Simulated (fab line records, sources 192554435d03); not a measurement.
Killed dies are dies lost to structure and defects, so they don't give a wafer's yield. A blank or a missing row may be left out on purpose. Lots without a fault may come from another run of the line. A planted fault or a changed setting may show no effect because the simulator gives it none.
fab line records | flow n5_finfet
record lots=6 wafers=18 last_day=17
route steps=1938 shown BEOL_M2@878 BEOL_M4@1111
lots that met no fault: from a run of the same line without faults
start_h: hours from the record's first day to the start of the lot's first wafer shown | wait_h: hours since the lot's step before | " the same as in the row above | L1.1+2: a row that stands for several wafers | - no value, or no start given | * or withheld: withheld | < > ~ a bound
route shown NAME@n: a module of which the file shows steps, and the number in the route of the first | usual: mean/standard deviation of fault-free wafers | same: alike in all rows | chamber/n: place in a boat | sites: the reading at each site | _std_site: their standard deviation | _edge_site: outer sites' mean less inner sites' | radius_mm: how far each site lies from the wafer's centre | mask NAME#n: copy n | behind: the tool/chamber that last shaped the wafer | hold: why the lot was held/for how many hours/how that ended | device: the transistor (n, p or np) that didn't switch | end of line: the same wafers' tests at the end of the route | a step without rows: its recipe alone | killed: dies lost to structure and defects at the first sort, not the wafer's yield | map: a wafer's dies, x killed, . not, _ none there
set.NAME: the setting as run; set.NAME@STEP: as run at that earlier step | model.NAME: the simulator's own value behind a step, which no gauge read
lots at some steps of the route; a table a step, a row a wafer
services: from which hour (start_h, from the record's first day; less than 0 if before it) a tool's chamber was out of use, for how many hours, and why
## steps
# step N5_BEOL_M2_INSPECT_30
# recipe mode=adi inspect_instrument=brightfield
# usual raw_defect_count=413/79
# columns lot.wafer tool chamber start_h wait_h raw_defect_count
L872.1 defect_inspect-02 - 140.77 0.1 388
L872.3 " - " " 414
L872.4 " - " " 412
L878.1 defect_inspect-02 - 184.53 0.1 455
L878.3 " - " " 349
L878.4 " - " " 487
L885.1 defect_inspect-02 - 225.53 0.1 540
L885.3 " - " " 441
L885.6 " - " " 386
L884.4 defect_inspect-02 - 229.88 0.0 448
L884.5 " - " " 439
L884.6 " - " " 393
L891.2 defect_inspect-02 - 267.89 0.0 364
L891.5 " - " " 321
L891.6 " - " " 296
L893.1 defect_inspect-02 - 276.57 0.1 316
L893.3 " - " " 313
L893.6 " - " " 321
# step N5_BEOL_M2_DESCUM_33
# recipe chemistry=O2 time_s=7 source_power_w=50 bias_power_w=20 pressure_mtorr=20 rf_frequency_hz=2.712e+07 temp_c=40 resist=CAR-EUV o2_flow_sccm=225
# usual drypump_motor_current_A=5.6/0.34 oes_product_au=0.77/0.09 rf_fwd_power_W=49.41/0.2 rf_vpp_V=243.4/1.3 showerhead_plenum_p_Torr=2.11/0.065 throttle_valve_pct=20.40/0.29
# columns lot.wafer tool chamber start_h wait_h drypump_motor_current_A oes_product_au rf_fwd_power_W rf_hours_counter_h rf_vpp_V showerhead_plenum_p_Torr throttle_valve_pct
L872.1 rie_diel-03 1 140.85 0.1 5.7 0.87 49.53 43 243.0 2.11 20.15
L872.3 " 2 " " 5.0 0.76 49.05 163 241.0 2.11 20.40
L872.4 " 3 " " 5.7 0.83 49.33 98 242.1 2.00 19.82
L878.1 rie_diel-03 0 185.36 0.8 5.9 0.74 49.23 180 243.4 2.18 20.26
L878.3 " 2 " " 5.0 0.75 49.17 181 244.1 2.10 20.42
L878.4 " 3 " " 5.7 0.80 49.42 115 242.7 1.99 19.84
L885.1 rie_diel-05 3 226.52 1.0 6.5 0.98 49.45 6 245.4 2.25 20.29
L885.3 " 0 " " 5.4 0.74 49.56 203 245.4 2.15 20.77
L885.6 " 1 " " 5.6 0.72 49.37 - 244.0 2.15 20.47
L884.4 rie_diel-05 1 229.92 0.0 5.6 0.73 49.32 209 244.4 2.15 20.49
L884.5 " 3 " " 6.5 0.97 49.62 - 245.8 2.25 20.32
L884.6 " 0 " " 5.4 0.74 49.39 - 243.3 2.15 20.78
L891.2 rie_diel-03 3 267.92 0.0 5.6 0.77 49.39 148 240.7 1.98 19.87
L891.5 " 3 " " 5.7 0.78 49.38 - 242.5 1.98 19.87
L891.6 " 0 " " 5.9 0.72 49.42 - 244.1 2.16 20.31
L893.1 rie_diel-05 0 276.61 0.0 5.4 0.72 49.67 221 243.4 2.14 20.78
L893.3 " 1 " " 5.6 0.71 49.54 226 245.1 2.15 20.52
L893.6 " 2 " " 5.2 0.68 49.79 - 244.2 2.14 20.79
# step N5_BEOL_M2_ETCH_77
# recipe chemistry=N2/H2 target=underlayer target_depth_a=65 mask_material=CAR-EUV time_s=5.2 ion_energy_ev=200 pressure_mtorr=30 source_w=840 bias_w=150 n2_flow_sccm=200 h2_flow_sccm=200 ends=cleared
# step N5_BEOL_M2_ETCH_69
# recipe chemistry=CF4 target=SiARC target_depth_a=156 mask_material=CAR-EUV time_s=26 ion_energy_ev=80 pressure_mtorr=40 source_w=545 bias_w=36 Ar_flow_sccm=100 cf4_flow_sccm=100 ends=cleared
# usual bias_w=36.01/0.11 drypump_motor_current_A=5.6/0.34 etch_rf_on_time_s=26.1/0.77 oes_product_au=0.66/0.076 rf_fwd_power_W=532.4/2 rf_vpp_V=184.3/1.1 showerhead_plenum_p_Torr=2.16/0.061 throttle_valve_pct=15.61/0.27
# columns lot.wafer tool chamber start_h wait_h bias_w drypump_motor_current_A etch_rf_on_time_s oes_product_au rf_fwd_power_W rf_hours_counter_h rf_vpp_V showerhead_plenum_p_Torr throttle_valve_pct
L872.1 rie_diel-03 1 140.90 0.0 36.07 5.6 25.7 0.74 530.3 43 185.3 2.16 15.35
L872.3 " 2 " " 36.13 5.0 26.8 0.63 534.0 163 183.3 2.14 15.49
L872.4 " 3 " " 36.17 5.7 24.8 0.71 534.4 98 183.5 2.07 15.20
L878.1 rie_diel-03 0 185.41 0.0 36.07 5.9 27.1 0.63 533.7 180 185.7 2.23 15.54
L878.3 " 2 " " 35.83 5.0 26.4 0.62 534.0 181 184.4 2.14 15.51
L878.4 " 3 " " 35.81 5.7 25.1 0.69 527.4 115 183.4 2.06 15.24
L885.1 rie_diel-05 3 226.58 0.0 36.05 6.5 25.4 0.83 533.2 6 185.5 2.29 15.38
L885.3 " 0 " " 36.15 5.4 25.5 0.64 532.7 203 183.8 2.21 15.95
L885.6 " 1 " " 36.01 5.6 27.1 0.62 531.0 - 185.0 2.19 15.64
L884.4 rie_diel-05 1 229.97 0.0 36.05 5.6 27.0 0.62 531.7 209 185.2 2.19 15.65
L884.5 " 3 " " 35.85 6.5 24.9 0.84 530.6 - 187.0 2.29 15.39
L884.6 " 0 " " 36.04 5.4 25.6 0.63 533.3 - 185.5 2.21 15.97
L891.2 rie_diel-03 3 267.97 0.0 36.02 5.7 25.4 0.67 530.0 148 182.7 2.05 15.31
L891.5 " 3 " " 36.08 5.6 25.4 0.66 530.8 - 182.7 2.05 15.30
L891.6 " 0 " " 35.86 5.9 27.0 0.61 532.8 - 184.6 2.22 15.60
L893.1 rie_diel-05 0 276.66 0.0 36.11 5.4 25.7 0.62 531.6 221 184.4 2.20 15.99
L893.3 " 1 " " 36.02 5.6 27.3 0.60 532.8 226 182.8 2.18 15.67
L893.6 " 2 " " 36.19 5.2 27.5 0.57 531.6 - 184.3 2.20 16.05
# step N5_BEOL_M2_ALD_98
# recipe material=SiO2 target_thk_a=25 temp_c=100 ald_precursor_family=BDEAS ald_co_reactant=O2-plasma pulse_time_s=1 co_reactant_pulse_time_s=1 purge_time_s=2 co_reactant_purge_time_s=2 ald_cycles=17 pressure_torr=2
# usual heater_power_w=78/6.5 precursor_pulse_height_rel=1.000/0.02 susceptor_temp_C=100.00/0.13
# same purge_time_s=2
# columns lot.wafer tool chamber start_h wait_h heater_power_w precursor_pulse_height_rel susceptor_temp_C
L872.1 ald_sin-02 0 141.15 0.2 75 1.042 99.95
L872.3 " 3 " " 81 0.992 99.95
L872.4 " 2 " " 79 1.004 100.03
L878.1 ald_sin-02 2 187.10 1.7 79 0.993 100.11
L878.3 " 1 " " 73 0.995 99.93
L878.4 " 3 " " 82 0.967 99.85
L885.1 ald_sin-02 3 226.66 0.1 82 1.032 100.00
L885.3 " 1 " " 74 1.014 99.92
L885.6 " 0 " " 73 1.016 99.69
L884.4 ald_sin-03 2 230.05 0.1 70 0.987 100.24
L884.5 " 3 " " 79 0.989 100.09
L884.6 " 0 " " 87 1.009 100.26
L891.2 ald_sin-01 2 268.05 0.1 61 1.012 100.15
L891.5 " 3 " " 68 0.999 99.83
L891.6 " 2 " " 62 0.980 99.88
L893.1 ald_sin-03 1 276.98 0.3 83 0.989 100.02
L893.3 " 0 " " 87 0.993 99.94
L893.6 " 1 " " 82 1.037 100.11
# step N5_BEOL_M2_ETCHBACK_99
# recipe chemistry=CHF3 target=SiO2 target_depth_a=50 time_s=10.4 source_w=215 bias_w=47 Ar_flow_sccm=200 CHF3_flow_sccm=12 ion_energy_ev=100 pressure_mtorr=30
# step N5_BEOL_M2_ETCH_70
# recipe chemistry=N2/H2 target=SOC target_depth_a=800 overetch_a=240 mask_material=SiARC temp_c=40 time_s=130 ion_energy_ev=200 pressure_mtorr=30 source_w=840 bias_w=150 n2_flow_sccm=200 h2_flow_sccm=200
# usual bias_w=150.0/0.39 drypump_motor_current_A=5.6/0.33 oes_product_au=0.57/0.057 rf_fwd_power_W=836.2/2.4 rf_vpp_V=524.2/2.2 showerhead_plenum_p_Torr=2.56/0.065 throttle_valve_pct=17.78/0.27
# columns lot.wafer tool chamber start_h wait_h bias_w drypump_motor_current_A oes_product_au rf_fwd_power_W rf_hours_counter_h rf_vpp_V showerhead_plenum_p_Torr throttle_valve_pct
L872.1 rie_diel-01 0 145.02 0.0 150.1 5.9 0.70 836.0 3 521.8 2.52 17.72
L872.3 " 3 " " 150.1 5.5 0.52 835.2 204 524.1 2.52 18.08
L872.4 " 2 " " 149.4 5.8 0.52 840.4 237 523.1 2.51 18.29
L878.1 rie_diel-05 0 197.93 0.0 150.7 5.4 0.55 832.8 194 524.6 2.63 18.25
L878.3 " 2 " " 150.0 5.2 0.52 842.4 221 526.2 2.64 18.30
L878.4 " 1 " " 150.0 5.6 0.55 836.4 - 526.7 2.60 17.70
L885.1 rie_diel-05 1 227.55 0.0 149.4 5.6 0.54 837.1 208 528.1 2.60 17.72
L885.3 " 0 " " 150.7 5.4 0.54 839.7 204 526.8 2.63 18.30
L885.6 " 0 " " 150.6 5.4 0.54 841.4 - 525.3 2.63 18.30
L884.4 rie_diel-05 2 235.31 0.0 149.7 5.2 0.52 837.6 233 526.2 2.63 18.35
L884.5 " 2 " " 150.0 5.2 0.52 840.1 - 524.4 2.63 18.34
L884.6 " 1 " " 150.0 5.6 0.54 839.3 - 526.9 2.59 17.71
L891.2 rie_diel-01 0 271.15 0.0 149.1 5.9 0.63 835.8 46 520.0 2.50 17.79
L891.5 " 2 " " 149.4 5.7 0.66 838.0 - 521.7 2.49 17.91
L891.6 " 0 " " 149.7 5.9 0.64 836.3 - 522.3 2.50 17.83
L893.1 rie_diel-01 0 282.14 0.0 150.3 5.9 0.63 835.0 50 521.5 2.50 17.82
L893.3 " 2 " " 150.4 5.7 0.65 834.5 25 522.8 2.49 17.92
L893.6 " 2 " " 149.8 5.7 0.66 838.1 - 520.3 2.49 17.89
# step N5_BEOL_M2_STRIP_71
# recipe chemistry=N2/H2 temp_c=40 n2_flow_sccm=200 h2_flow_sccm=200 rf_frequency_hz=6e+07
# step N5_BEOL_M2_STRIP_78
# recipe chemistry=N2/H2 temp_c=40 n2_flow_sccm=200 h2_flow_sccm=200 rf_frequency_hz=6e+07
# step N5_BEOL_M2_VIA_ETCH_34
# recipe chemistry=C4F6/O2 target_depth_a=694 mask_material=SOC pressure_mtorr=15 ion_energy_ev=250 taper_deg=4 time_s=65.9 source_w=350 bias_w=170 Ar_flow_sccm=300 C4F6_flow_sccm=10 O2_flow_sccm=10
# usual bias_w=170.0/0.54 drypump_motor_current_A=5.6/0.32 oes_product_au=0.78/0.083 rf_fwd_power_W=347.1/1.2 rf_vpp_V=669/16 showerhead_plenum_p_Torr=2.85/0.081 throttle_valve_pct=30.6/0.32
# columns lot.wafer tool chamber start_h wait_h bias_w drypump_motor_current_A oes_product_au rf_fwd_power_W rf_hours_counter_h rf_vpp_V showerhead_plenum_p_Torr throttle_valve_pct
L872.1 rie_diel-01 0 145.12 0.0 170.9 5.9 0.96 347.7 3 655 2.80 30.8
L872.3 " 3 " " 170.0 5.6 0.71 349.3 204 649 2.84 31.1
L872.4 " 2 " " 169.8 5.7 0.70 349.2 237 655 2.79 31.0
L878.1 rie_diel-05 0 198.03 0.0 169.9 5.4 0.75 348.4 194 678 2.93 31.2
L878.3 " 2 " " 170.5 5.2 0.71 348.0 221 692 2.92 31.1
L878.4 " 1 " " 170.9 5.6 0.73 344.6 - 691 2.91 30.6
L885.1 rie_diel-05 1 227.66 0.0 170.7 5.6 0.73 347.6 208 690 2.90 30.6
L885.3 " 0 " " 169.2 5.4 0.75 346.3 204 677 2.92 31.2
L885.6 " 0 " " 169.9 5.4 0.74 347.8 - 677 2.92 31.2
L884.4 rie_diel-05 2 235.42 0.0 170.6 5.2 0.69 347.8 233 691 2.92 31.1
L884.5 " 2 " " 170.7 5.2 0.70 348.2 - 691 2.92 31.1
L884.6 " 1 " " 170.2 5.6 0.73 347.4 - 692 2.90 30.6
L891.2 rie_diel-01 0 271.25 0.0 170.9 5.9 0.86 349.7 46 655 2.78 30.8
L891.5 " 2 " " 171.2 5.8 0.91 348.9 - 654 2.77 30.8
L891.6 " 0 " " 170.7 5.9 0.86 348.3 - 654 2.78 30.8
L893.1 rie_diel-01 0 282.25 0.0 170.1 5.9 0.86 347.2 51 654 2.78 30.8
L893.3 " 2 " " 170.1 5.7 0.89 345.6 25 654 2.77 30.8
L893.6 " 2 " " 170.3 5.7 0.89 347.7 - 654 2.77 30.8
# step N5_BEOL_M2_STRIP_83
# recipe chemistry=C4F6/O2 resist=SiARC rf_frequency_hz=6e+07
# step N5_BEOL_M2_STRIP_36
# recipe chemistry=N2/H2 power_w=450 temp_c=40 pressure_mtorr=20 rf_frequency_hz=6e+07 overash_fraction=0.3 bias_power_w=7 h2_frac=0.5 n2_flow_sccm=200 h2_flow_sccm=200
# step N5_BEOL_M2_TRENCH_ETCH_37
# recipe chemistry=C4F6/O2 target_depth_a=555.55 target=SiOC time_s=29.2 ion_energy_ev=250 pressure_mtorr=30 source_w=355 bias_w=185 Ar_flow_sccm=300 C4F6_flow_sccm=10 O2_flow_sccm=10
# usual bias_w=185.0/0.53 drypump_motor_current_A=5.6/0.32 oes_product_au=0.78/0.082 rf_fwd_power_W=350.2/1.7 rf_vpp_V=669/16 showerhead_plenum_p_Torr=2.86/0.081 throttle_valve_pct=20.76/0.27
# columns lot.wafer tool chamber start_h wait_h bias_w drypump_motor_current_A oes_product_au rf_fwd_power_W rf_hours_counter_h rf_vpp_V showerhead_plenum_p_Torr throttle_valve_pct
L872.1 rie_diel-01 0 145.22 - 184.4 5.9 0.96 353.7 3 654 2.81 20.75
L872.3 " 3 " " 184.3 5.5 0.71 351.2 204 646 2.85 21.24
L872.4 " 2 " " 185.0 5.7 0.70 353.9 237 654 2.79 21.22
L878.1 rie_diel-05 0 198.13 - 185.1 5.4 0.75 350.0 194 678 2.93 21.19
L878.3 " 2 " " 184.7 5.2 0.70 352.3 221 692 2.93 21.19
L878.4 " 1 " " 184.8 5.6 0.73 348.6 - 694 2.91 20.76
L885.1 rie_diel-05 1 227.76 - 195.9 5.6 0.73 349.5 208 725 2.91 20.80
L885.3 " 0 " " 195.7 5.4 0.75 350.4 204 709 2.93 21.18
L885.6 " 0 " " 195.4 5.4 0.75 349.6 - 709 2.93 21.21
L884.4 rie_diel-05 2 235.52 - 196.4 5.2 0.70 351.8 233 724 2.92 21.21
L884.5 " 2 " " 195.2 5.2 0.71 352.3 - 723 2.92 21.21
L884.6 " 1 " " 195.8 5.6 0.73 349.5 - 724 2.91 20.79
L891.2 rie_diel-01 0 271.35 - 186.0 5.9 0.87 351.7 46 654 2.79 20.81
L891.5 " 2 " " 184.9 5.7 0.90 352.4 - 655 2.77 20.90
L891.6 " 0 " " 185.9 5.9 0.86 351.0 - 655 2.79 20.80
L893.1 rie_diel-01 0 282.35 - 184.4 5.9 0.85 351.9 51 654 2.79 20.81
L893.3 " 2 " " 185.3 5.8 0.90 354.4 25 653 2.77 20.87
L893.6 " 2 " " 184.9 5.7 0.90 354.7 - 653 2.77 20.88
# step N5_BEOL_M2_ETCH_41
# recipe chemistry=CH3F/O2 target=SiCN target_depth_a=299 taper_deg=2 time_s=52.5 ion_energy_ev=120 mask_material=TiN pressure_mtorr=30 source_w=395 bias_w=75 Ar_flow_sccm=150 CH3F_flow_sccm=30 O2_flow_sccm=20
# step N5_BEOL_M4_RC_MEAS_101
# usual DIBL_N=36.9/1.6 DIBL_P=37.1/2 IOFF_N=0.17/0.032 IOFF_P=0.22/0.036 ION_N=674/12 ION_P=463/7.8 SS_N=71.7/0.63 SS_P=73.5/0.62 VT_N=249/3.3 VT_P=-250/3.5
# columns lot.wafer tool chamber start_h wait_h DIBL_N[mV/V] DIBL_P[mV/V] IOFF_N[nA/um] IOFF_P[nA/um] ION_N[uA/um] ION_P[uA/um] SS_N[mV/dec] SS_P[mV/dec] VT_N[mV] VT_P[mV]
L872.1 prober-01 0 184.88 0.0 37.0 37.5 0.16 0.20 670 458 71.4 73.1 249 -253
L872.3 " 0 " " 38.1 38.2 0.15 0.20 657 450 71.0 74.4 252 -252
L872.4 " 0 " " 36.6 36.0 0.14 0.17 664 452 71.3 73.2 254 -256
L878.1 prober-01 0 236.56 0.0 37.3 39.2 0.18 0.24 681 466 71.1 73.2 248 -249
L878.3 " 0 " " 34.0 36.7 0.14 0.20 681 477 70.9 72.6 249 -250
L878.4 " 0 " " 33.2 35.5 0.12 0.18 654 452 70.6 72.2 254 -253
L885.1 prober-01 0 257.27 0.0 33.8 35.5 0.14 0.19 667 462 70.4 73.1 249 -250
L885.3 " 0 " " 37.8 39.3 0.21 0.25 686 468 71.9 74.0 244 -246
L885.6 " 0 " " 38.2 39.2 0.21 0.24 682 462 72.3 74.1 248 -248
L884.4 prober-02 0 272.70 0.5 34.6 34.5 0.12 0.18 653 456 70.9 73.5 254 -253
L884.5 " 0 " " 36.0 35.1 0.13 0.19 670 458 71.5 73.3 252 -253
L884.6 " 0 " " 36.4 35.8 0.14 0.19 661 450 71.5 73.2 254 -254
L891.2 prober-01 0 300.17 0.2 37.0 40.7 0.20 0.27 685 466 72.5 73.4 248 -246
L891.5 " 0 " " 36.9 39.2 0.18 0.25 669 465 72.6 72.9 247 -247
L891.6 " 0 " " 37.6 40.1 0.22 0.25 679 463 72.8 73.2 246 -247
L893.1 prober-01 0 309.93 0.0 36.5 37.0 0.16 0.23 683 469 71.9 73.0 248 -246
L893.3 " 0 " " 36.5 38.3 0.15 0.25 669 463 71.4 73.4 252 -245
L893.6 " 0 " " 36.6 37.2 0.16 0.24 675 467 71.7 73.4 249 -248
## services
# columns tool chamber start_h hours kind
ald_sin-02 3 122.39 10.8 repair
rie_diel-03 - 128.92 2.1 repair
ald_sin-03 3 131.97 21.6 repair
rie_diel-05 2 141.89 14.4 repair
ald_sin-01 - 152.16 0.5 repair
rie_diel-05 0 157.23 1.9 repair
rie_diel-03 1 159.93 2.5 repair
rie_diel-05 - 161.75 14.6 pm
rie_diel-03 - 170.76 0.3 repair
ald_sin-03 - 177.74 14.0 pm
rie_diel-01 - 179.88 15.6 pm
rie_diel-05 3 180.98 - clean
rie_diel-05 3 180.98 - consumable_replace:focus_ring
rie_diel-01 - 198.29 0.4 repair
ald_sin-01 0 216.83 19.7 repair
ald_sin-02 0 230.63 4.4 repair
ald_sin-01 1 240.50 14.2 repair
rie_diel-01 0 243.88 4.7 repair
ald_sin-03 3 244.75 5.6 repair
ald_sin-02 - 250.48 0.3 repair
rie_diel-01 - 251.62 1.0 repair
ald_sin-02 1 260.09 3.3 repair
ald_sin-03 - 261.01 0.6 repair
ald_sin-01 - 268.25 14.0 pm
## key
first_sign step=N5_BEOL_M2_TRENCH_ETCH_37 reading=bias_w direction=up sigmas=20 usual=* struck=*
effect none on later readings
met_at N5_BEOL_M2_TRENCH_ETCH_37
struck_wafers L884.4,L884.5,L884.6,L885.1,L885.3,L885.6
onset_between 198.13 227.76
fault kind=process_parameter_drift tool=rie_diel-05 chamber=- onset_h=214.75 steps=N5_BEOL_M2_TRENCH_ETCH_37 channel=bias_w offset=* shape=step end_h=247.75 acts_in=* stated=*
